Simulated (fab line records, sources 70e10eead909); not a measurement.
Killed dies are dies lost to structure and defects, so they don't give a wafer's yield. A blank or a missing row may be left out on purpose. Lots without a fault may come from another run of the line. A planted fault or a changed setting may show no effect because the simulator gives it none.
Which tool did it? | flow nand_harc | 13 lots, 39 wafers sampled, at 6 steps of a route of 1302

WHAT THE GAUGES READ, wafer by wafer
NHARC_P_ZERO_WELL_CD_MEAS_37: target cd 720 nm.
lot  | measured     | on        | cd_nm (nm)
L152 | day 1 23:58  | cd_sem-02 | 720.5 714.9 716.1
L154 | day 2 20:10  | cd_sem-03 | 716.9 713.7 717.1
L156 | day 3 16:19  | cd_sem-01 | 717.7 718.7 716.4
L157 | day 4 02:22  | cd_sem-03 | 720.7 720.1 719.0
L158 | day 4 11:59  | cd_sem-02 | - - -
L160 | day 5 08:43  | cd_sem-02 | 721.0 715.1 718.8
L166 | day 7 20:21  | cd_sem-01 | 717.0 718.0 716.9
L169 | day 9 01:53  | cd_sem-03 | 718.6 716.5 720.4
L170 | day 9 12:29  | cd_sem-02 | 717.6 716.4 718.4
L172 | day 10 12:10 | cd_sem-01 | 717.3 718.6 719.3
L173 | day 10 18:26 | cd_sem-01 | 718.9 720.7 722.5
L174 | day 11 03:58 | cd_sem-01 | 719.0 715.5 714.4
L175 | day 11 14:23 | cd_sem-03 | 722.8 724.2 724.3

NHARC_P_STI_OVL_MEAS_10.
lot  | measured     | on         | overlay_x_nm (nm) | overlay_y_nm (nm)
L152 | day 2 20:22  | overlay-01 | 6 6 6             | -11 -11 -11
L154 | day 3 16:52  | overlay-02 | 12 13 13          | -3 -2 -2
L156 | day 4 12:54  | overlay-02 | -4 -5 -5          | 2 2 2
L157 | day 4 22:41  | overlay-02 | 10 9 9            | 1 1 0
L160 | day 6 02:45  | overlay-01 | -7 -6 -7          | -2 -2 -2
L166 | day 8 16:29  | overlay-02 | -5 -5 -5          | -5 -4 -4
L169 | day 9 21:59  | overlay-01 | -8 -7 -7          | 4 3 3
L170 | day 10 06:37 | overlay-02 | 7 7 7             | 8 8 8
L172 | day 11 08:55 | overlay-02 | -8 -7 -7          | 3 5 3
L173 | day 11 14:53 | overlay-02 | -10 -11 -10       | -5 -6 -6
L174 | day 11 23:46 | overlay-02 | -2 -1 -1          | -7 -7 -7
L175 | day 12 09:16 | overlay-01 | 2 2 2             | -3 -3 -3

NHARC_P_STI_CD_MEAS_16.
lot  | measured     | on        | cd_nm (nm)
L152 | day 2 20:58  | cd_sem-01 | 202 205 203
L154 | day 3 17:28  | cd_sem-01 | 201 200 203
L156 | day 4 13:31  | cd_sem-03 | 201 204 208
L157 | day 4 23:17  | cd_sem-01 | 205 206 198
L160 | day 6 03:51  | cd_sem-02 | 199 199 200
L166 | day 8 17:06  | cd_sem-03 | 207 200 202
L169 | day 9 22:35  | cd_sem-02 | 205 202 203
L170 | day 10 07:17 | cd_sem-03 | 197 203 199
L172 | day 11 09:32 | cd_sem-03 | 197 202 193
L173 | day 11 15:32 | cd_sem-02 | 202 199 202
L174 | day 12 00:22 | cd_sem-03 | 204 195 199
L175 | day 12 09:53 | cd_sem-02 | 200 199 199

NHARC_END_SORT_01.
lot  | measured     | on        | killed_at_array | killed_at_other | killed_at_periphery | killed_dies | killed_open | killed_short
L158 | day 27 14:42 | prober-01 | 58 62 50        | 0 0 0           | 619 615 627         | 677 677 677 | 5 2 3       | 1 2 3

WHICH TOOL RAN EACH LOT (tool, then ch and the chambers of the sampled wafers, then the start)
lot  | NHARC_P_ZERO_WELL_EXPOSE_34       | NHARC_P_STI_DESCUM_14
L152 | krf_scanner-01 ch 0, day 1 23:49  | rie_diel-07 ch 1,2,3, day 2 20:32
L154 | krf_scanner-03 ch 0, day 2 20:01  | rie_diel-10 ch 0,1, day 3 17:03
L156 | krf_scanner-01 ch 0, day 3 16:10  | rie_diel-07 ch 0,1,3, day 4 13:05
L157 | krf_scanner-03 ch 0, day 4 02:13  | rie_diel-07 ch 0,2,3, day 4 22:52
L158 | krf_scanner-03 ch 0, day 4 11:50  | -
L160 | krf_scanner-03 ch 0, day 5 08:33  | rie_diel-10 ch 0,2,3, day 6 02:55
L166 | krf_scanner-03 ch 0, day 7 20:11  | rie_diel-10 ch 1,2,3, day 8 16:40
L169 | krf_scanner-01 ch 0, day 9 01:43  | rie_diel-07 ch 1,2,3, day 9 22:09
L170 | krf_scanner-03 ch 0, day 9 12:20  | rie_diel-10 ch 0,2, day 10 06:48
L172 | krf_scanner-03 ch 0, day 10 12:00 | rie_diel-07 ch 0,2,3, day 11 09:05
L173 | krf_scanner-01 ch 0, day 10 18:16 | rie_diel-07 ch 0,1,3, day 11 15:04
L174 | krf_scanner-01 ch 0, day 11 03:48 | rie_diel-10 ch 1,2,3, day 11 23:56
L175 | krf_scanner-01 ch 0, day 11 14:13 | rie_diel-07 ch 0,2,3, day 12 09:28
- NHARC_P_ZERO_WELL_EXPOSE_34: exposes mask P PWELL, target cd 720 nm.
- NHARC_P_STI_DESCUM_14: chemistry O2, time 3 s.

WHAT THE TOOLS THEMSELVES READ (means of the sampled wafers that have a number; where no wafer has one, the mark that the record gives instead)
NHARC_P_STI_DESCUM_14.
lot  | tool        | drypump_motor_current_A (A) | oes_product_au (a.u.) | rf_vpp_V (V) | showerhead_plenum_p_Torr (Torr) | throttle_valve_pct (%)
L152 | rie_diel-07 | 6.0                         | 0.995                 | 58.2         | 1.95                            | 11.310
L154 | rie_diel-10 | 5.6                         | 1.006                 | 57.0         | 1.84                            | 11.317
L156 | rie_diel-07 | 5.6                         | 0.999                 | 58.6         | 1.96                            | 11.310
L157 | rie_diel-07 | 6.0                         | 1.004                 | 58.9         | 1.96                            | 11.317
L160 | rie_diel-10 | 5.8                         | 1.008                 | 58.1         | 1.94                            | 11.316
L166 | rie_diel-10 | 5.6                         | 1.008                 | 57.1         | 1.89                            | 11.308
L169 | rie_diel-07 | 6.0                         | 0.998                 | 57.9         | 1.94                            | 11.308
L170 | rie_diel-10 | 5.6                         | 1.000                 | 58.3         | 1.90                            | 11.317
L172 | rie_diel-07 | 6.0                         | 0.990                 | 57.8         | 1.95                            | 11.316
L173 | rie_diel-07 | 5.6                         | 0.990                 | 58.3         | 1.95                            | 11.316
L174 | rie_diel-10 | 5.6                         | 0.991                 | 58.3         | 1.88                            | 11.319
L175 | rie_diel-07 | 6.0                         | 0.983                 | 58.5         | 1.95                            | 11.317

THE ANSWER, worked out from the rows above alone
Rule: what is usual is taken from the lots themselves. Put in order of their means at a reading, lots are off if they are a third of the lots or fewer, leave a main group of 4 or more, and stand apart from it by a gap of 3 or more times the standard deviation of the main group's means; of several such gaps the widest counts. A main group whose means are all the same, to the digits that the tables above print for the reading, isn't used. A lot without any number at a reading at which 4 lots or more have one is off too. The other lots that the step has rows for count as sound. The gauges are gone through in route order, then the tools' own readings, and for those a lot's mean is taken as printed above. The first step at which some lot is off is used, and at that step the reading that is off furthest; a lot without a number counts as furthest.
Off: L158, at NHARC_P_ZERO_WELL_CD_MEAS_37 (cd_nm). Without a number there: L158. The main group: mean 718.4 nm, standard deviation 2.1.
A tool fits if, at a process step before that reading, it ran every lot that is off, and no sound lot after the first of them. The gauges at NHARC_P_ZERO_WELL_CD_MEAS_37 are tried like those tools. None of those tried fits.

WHAT THE SIMULATOR HAD PUT IN
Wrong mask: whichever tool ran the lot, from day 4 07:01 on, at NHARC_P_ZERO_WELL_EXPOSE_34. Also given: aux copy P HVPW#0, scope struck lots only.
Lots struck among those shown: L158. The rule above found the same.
